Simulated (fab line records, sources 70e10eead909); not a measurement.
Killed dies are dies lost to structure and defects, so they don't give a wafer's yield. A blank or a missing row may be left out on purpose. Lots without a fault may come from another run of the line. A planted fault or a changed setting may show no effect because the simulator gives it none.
A struck lot beside a sound one | flow nand_harc | 25 steps out of a route of 1302
Sound: wafers L330.2, L330.3, L330.4. Struck: wafers L341.3, L341.4, L341.5. The cause comes at the end.
At each step with rows: each side's tool, then ch and its chambers, then its first start. Under that, the readings that differ: sound wafers | struck wafers | difference of the means | sigmas: that difference in standard deviations of wafers without a fault.
alike: readings whose means differ by less than 2 such deviations, and words and numbers that are the same on both sides. not compared: withheld readings, readings that some wafer has no value for, bounds like >300 that may hide the same value, and numbers for which the record gives no deviation and whose values overlap.
The two part at a step that has a row with sigmas, a row that says differs or no value, or rows on one side only. Numbers that don't overlap but have no deviation are shown without sigmas and don't part them. A reading that every wafer of one side lacks parts them only if that side has two wafers or more.

first, 4 steps without rows for these wafers: NHARC_P_GATE_PRECLEAN_71 (cleans in SC1); NHARC_P_GATE_SRD_72; NHARC_P_GATE_OXIDE_16 (material SiO2, target thk 3 nm, ox time 392 s); NHARC_P_GATE_CVD_17 (deposits poly-Si, target thk 150 nm, time 900 s).
NHARC_P_GATE_HM_DEP_102: deposits aC, target thk 120 nm.
  sound on acl_dep-02 ch 0, day 4 22:41; struck on acl_dep-02 ch 0, day 9 15:02
  alike: throttle_valve_pct
NHARC_P_GATE_DEP_103: deposits SiON, target thk 30 nm.
  sound on pecvd-03 ch 1,2, day 4 23:17; struck on pecvd-03 ch 0,1, day 9 15:29
  alike: heater_power_outer_w, heater_power_w
then, 6 steps without rows for these wafers: NHARC_P_GATE_DEHYDRATE_18 (time 120 s); NHARC_P_GATE_HMDS_19 (time 30 s); NHARC_P_GATE_COAT_20 (resist thk 90 nm); NHARC_P_GATE_SOFTBAKE_21 (time 55 s); NHARC_P_GATE_EBR_22; NHARC_P_GATE_EXPOSE_23 (exposes mask P GATE, target cd 120 nm).
NHARC_P_GATE_PEB_24: peb time 65 s.
  sound on litho_track-01 ch 0, day 4 23:43; struck on litho_track-01 ch 0, day 9 16:05
  reading                  | sound               | struck            | difference | sigmas
  heater_power_total_W (W) | 156.1 156.1 157.2   | 125.7 124.9 124.9 | -31.3      | -75
  plate_temp_C (C)         | 100.06 100.04 99.96 | 85.45 85.26 85.29 | -14.69     | -99 or more
  alike: chill_plate_temp_C
then, 1 step without rows for these wafers: NHARC_P_GATE_DEVELOP_25 (develop time 35 s).
NHARC_P_GATE_CD_MEAS_26: target cd 120 nm.
  sound on cd_sem-02 ch 0, day 4 23:48; struck on cd_sem-02 ch 0, day 9 16:10
  reading    | sound             | struck            | difference | sigmas
  cd_nm (nm) | 119.6 119.8 119.8 | 201.5 202.2 201.8 | +82.1      | +99 or more
NHARC_P_GATE_OVL_MEAS_27:
  sound on overlay-02, day 4 23:53; struck on overlay-02, day 9 16:14
  reading           | sound       | struck         | difference | sigmas
  overlay_x_nm (nm) | 1.3 1.2 1.3 | -2.2 -1.9 -1.4 | -3.1       | -4
  overlay_y_nm (nm) | 1.8 1.0 1.7 | -0.1 -0.6 -0.6 | -1.9       | -2
NHARC_P_GATE_INSPECT_28:
  sound on defect_inspect-01, day 4 23:55; struck on defect_inspect-02, day 9 16:17
  alike: raw_defect_count
NHARC_P_GATE_DESCUM_31: chemistry O2, time 3 s.
  sound on rie_diel-02 ch 1,2,3, day 4 23:59; struck on rie_diel-02 ch 1,3, day 9 16:20
  reading                 | sound             | struck            | difference | sigmas
  model.P_GATE.cd_nm (nm) | 118.6 120.3 119.4 | 201.7 201.8 200.9 | +82.0      |
  alike: drypump_motor_current_A, oes_product_au, rf_vpp_V, showerhead_plenum_p_Torr, throttle_valve_pct
  not compared: rf_hours_counter_h
NHARC_P_GATE_ETCH_104: etches the open film in CF4/CHF3, target depth 60 nm.
  sound on rie_diel-02 ch 1,2,3, day 5 00:04; struck on rie_diel-02 ch 1,3, day 9 16:26
  alike: drypump_motor_current_A, oes_product_au, rf_vpp_V, showerhead_plenum_p_Torr, throttle_valve_pct
NHARC_P_GATE_HM_OPEN_105: chemistry O2/COS, target depth 360 nm.
  sound on rie_diel-02 ch 1,2,3; struck on rie_diel-02 ch 1,2,3
  alike: drypump_motor_current_A, oes_product_au, rf_vpp_V, showerhead_plenum_p_Torr, throttle_valve_pct
  not compared: rf_hours_counter_h
then, 2 steps without rows for these wafers: NHARC_P_GATE_STRIP_106 (strips in O2/COS); NHARC_P_GATE_ETCH_114 (etches the open film in CF4/O2, target depth 30 nm, overetch 3 nm, time 16.5 s).
NHARC_P_GATE_ETCH_32: etches the open film in HBr/Cl2, target depth 150 nm, time 100.1 s.
  sound on rie_si-01 ch 0,2,3, day 5 00:27; struck on rie_si-01 ch 0,1,3, day 9 16:49
  reading                 | sound             | struck          | difference | sigmas
  model.P_GATE.cd_nm (nm) | 117.4 125.3 121.6 | 204 198.8 195.2 | +78        |
  alike: drypump_motor_current_A, oes_product_au, throttle_valve_pct
  not compared: rf_hours_counter_h
NHARC_P_GATE_STRIP_108: strips in O2.
  sound on rie_diel-02 ch 0,1,3, day 5 00:38; struck on rie_diel-07 ch 1,2, day 9 16:59
  reading                | sound                | struck               | difference | sigmas
  throttle_valve_pct (%) | 17.047 17.041 17.046 | 17.029 17.023 17.013 | -0.023     | -2
  alike: drypump_motor_current_A, oes_product_au, rf_vpp_V, showerhead_plenum_p_Torr
  not compared: rf_hours_counter_h
-- the record jumps here: 19 days lie between the struck wafers' starts before and after (it left off in module P_GATE and takes up again in module END, whose first step shown is number 1302 of the route) --
NHARC_END_SORT_01:
  the record has rows for the struck wafers here (prober-01 ch 0, day 29 02:15) and none for the sound ones

WHERE THEY PART
First at NHARC_P_GATE_PEB_24; last, within this record, at NHARC_END_SORT_01.

WHY: what the simulator had put in
Process parameter drift: litho_track-01, from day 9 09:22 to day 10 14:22, at NHARC_P_GATE_PEB_24. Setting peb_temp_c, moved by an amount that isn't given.
